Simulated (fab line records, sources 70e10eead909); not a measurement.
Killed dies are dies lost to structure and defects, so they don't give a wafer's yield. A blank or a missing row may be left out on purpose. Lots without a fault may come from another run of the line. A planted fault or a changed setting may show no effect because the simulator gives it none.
A struck lot beside a sound one | flow nand_harc | 14 steps out of a route of 1302
Sound: wafers L832.1, L832.3, L832.5. Struck: wafers L838.2, L838.3, L838.5. The cause comes at the end.
At each step with rows: each side's tool, then ch and its chambers, then its first start. Under that, the readings that differ: sound wafers | struck wafers | difference of the means | sigmas: that difference in standard deviations of wafers without a fault.
alike: readings whose means differ by less than 2 such deviations, and words and numbers that are the same on both sides. not compared: withheld readings, readings that some wafer has no value for, bounds like >300 that may hide the same value, and numbers for which the record gives no deviation and whose values overlap.
The two part at a step that has a row with sigmas, a row that says differs or no value, or rows on one side only. Numbers that don't overlap but have no deviation are shown without sigmas and don't part them. A reading that every wafer of one side lacks parts them only if that side has two wafers or more.

first, 1 step without rows for these wafers: NHARC_A_M0_DEVELOP_08 (develop time 35 s).
NHARC_A_M0_CD_MEAS_09: target cd 80 nm.
  sound on cd_sem-01 ch 0, day 23 14:22; struck on cd_sem-02 ch 0, day 25 09:47
  alike: cd_nm
NHARC_A_M0_OVL_MEAS_10: pitch 160 nm.
  sound on overlay-01, day 23 14:28; struck on overlay-02, day 25 09:52
  alike: overlay_x_nm, overlay_y_nm
NHARC_A_M0_INSPECT_11:
  sound on defect_inspect-01, day 23 14:30; struck on defect_inspect-02, day 25 09:55
  alike: raw_defect_count
then, 2 steps without rows for these wafers: NHARC_A_M0_DESCUM_14 (chemistry O2, time 3 s); NHARC_A_M0_ETCH_34 (etches the open film in N2/H2, target depth 40 nm, overetch 12 nm, time 43.94 s).
NHARC_A_M0_ETCH_15: etches the open film in C4F8/Ar, target depth 150 nm, overetch 15 nm, time 82.5 s.
  sound on rie_diel-10 ch 0,1,2; struck on rie_diel-10 ch 0,1,2
  reading               | sound             | struck            | difference | sigmas
  oes_product_au (a.u.) | 0.967 0.978 0.988 | 0.929 0.930 0.920 | -0.051     | -2
  alike: rf_vpp_V
  not compared: rf_hours_counter_h
NHARC_A_M0_CD_MEAS_16:
  sound on cd_sem-03, day 23 14:52; struck on cd_sem-01, day 25 10:16
  alike: cd_nm
NHARC_A_M0_STRIP_18: strips in N2/H2.
  sound on rie_diel-11 ch 0,1,3, day 23 14:59; struck on rie_diel-10 ch 0,3, day 25 10:20
  alike: drypump_motor_current_A, oes_product_au, rf_vpp_V, showerhead_plenum_p_Torr, throttle_valve_pct
  not compared: rf_hours_counter_h
then, 1 step without rows for these wafers: NHARC_A_M0_STRIP_19 (strips in post etch residue remover, time 600 s).
NHARC_A_M0_DEGAS_28: time 60 s.
  sound on pvd_sputter-02, day 23 15:28; struck on pvd_sputter-02, day 25 10:53
  alike: heater_power_w
NHARC_A_M0_PRE_CLEAN_29: time 30 s.
  sound on pvd_sputter-02; struck on pvd_sputter-02
  alike: heater_power_w
NHARC_A_M0_PVD_20: deposits TaN, target thk 5 nm, time 8.06 s.
  sound on pvd_sputter-02, day 23 15:36; struck on pvd_sputter-02, day 25 11:00
  no value came back on the struck wafers for bias_v (V), cathode_dc_power_W (W), throttle_valve_pct (%), time_s (s); on the sound wafers bias_v (V) reads 164.8 169.2 166.7
NHARC_A_M0_PVD_21: deposits Cu, target thk 30 nm, time 20.49 s.
  sound on pvd_sputter-02; struck on pvd_sputter-02
  alike: cathode_dc_power_W, chamber_pressure_pa, throttle_valve_pct

WHERE THEY PART
First at NHARC_A_M0_ETCH_15; last, within this record, at NHARC_A_M0_PVD_20. Later steps at which nothing parts them and some readings are alike: NHARC_A_M0_PVD_21.

WHY: what the simulator had put in
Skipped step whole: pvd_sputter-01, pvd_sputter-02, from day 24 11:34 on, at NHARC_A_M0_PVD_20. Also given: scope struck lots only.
